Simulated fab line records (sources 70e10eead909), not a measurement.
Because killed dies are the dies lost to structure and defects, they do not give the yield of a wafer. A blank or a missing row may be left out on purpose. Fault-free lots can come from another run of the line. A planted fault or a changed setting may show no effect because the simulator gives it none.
Matching of chambers / flow nandHarc / 4 sister chambers for NHARC_A_CHANNEL_FILL_D1_ETCHBACK_20 on rieDiel-01
The step etches the open film in C4F8/O2/Ar, target depth 27 nm, time 13.5 s. 8 wafers are shown with their chamber, then 9 later ones without.

== WAFERS PAIRED WITH THEIR CHAMBERS ==
wafer=L074.2; chamber=3; rfVppV (V)=977; oesProductAu (a.u.)=0.98
wafer=L080.4; chamber=0; rfVppV (V)=979; oesProductAu (a.u.)=0.94
wafer=L085.4; chamber=0; rfVppV (V)=980; oesProductAu (a.u.)=0.93
wafer=L085.5; chamber=2; rfVppV (V)=973; oesProductAu (a.u.)=0.91
wafer=L085.6; chamber=1; rfVppV (V)=976; oesProductAu (a.u.)=0.92
wafer=L087.3; chamber=2; rfVppV (V)=976; oesProductAu (a.u.)=0.91
wafer=L087.4; chamber=3; rfVppV (V)=976; oesProductAu (a.u.)=0.92
wafer=L087.5; chamber=1; rfVppV (V)=976; oesProductAu (a.u.)=0.91

== WAFERS MISSING THEIR CHAMBER ==
wafer=L090.3; rfVppV (V)=981; oesProductAu (a.u.)=0.94
wafer=L090.4; rfVppV (V)=976; oesProductAu (a.u.)=0.93
wafer=L090.5; rfVppV (V)=980; oesProductAu (a.u.)=0.95
wafer=L094.3; rfVppV (V)=980; oesProductAu (a.u.)=1.01
wafer=L094.4; rfVppV (V)=974; oesProductAu (a.u.)=0.99
wafer=L094.5; rfVppV (V)=980; oesProductAu (a.u.)=1.01
wafer=L097.2; rfVppV (V)=974; oesProductAu (a.u.)=0.99
wafer=L097.3; rfVppV (V)=981; oesProductAu (a.u.)=1.01
wafer=L097.6; rfVppV (V)=975; oesProductAu (a.u.)=1.00

== EACH ONE'S CHAMBER ==
wafer=L090.3; from the rows above=0; in truth=0
wafer=L090.4; from the rows above=can't be placed: 1 or 3 or 2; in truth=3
wafer=L090.5; from the rows above=0; in truth=0
wafer=L094.3; from the rows above=can't be placed: 0 or 3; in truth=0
wafer=L094.4; from the rows above=can't be placed: 3 or 2 or 1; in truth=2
wafer=L094.5; from the rows above=can't be placed: 0 or 3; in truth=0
wafer=L097.2; from the rows above=can't be placed: 3 or 2 or 1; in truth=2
wafer=L097.3; from the rows above=can't be placed: 0 or 3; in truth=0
wafer=L097.6; from the rows above=can't be placed: 3 or 1 or 2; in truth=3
Correctly placed: 2 of 9. Can't be placed from these rows: 7 (the true chamber is among the candidates in 7). 0 placed wrongly.
How it was worked out, from the rows above alone: a wafer's distance from a chamber is the root of the sum, over the readings, of the square of ((its reading less the chamber's mean) divided by the reading's scatter). The wafer belongs to the nearest chamber; if the next one is less than 2 further off, it can't be placed. A chamber's mean is the mean of its shown wafers. The scatter: take each reading less its chamber's mean, square it, sum over the shown wafers, divide by the number of wafers less the number of chambers, and take the root.
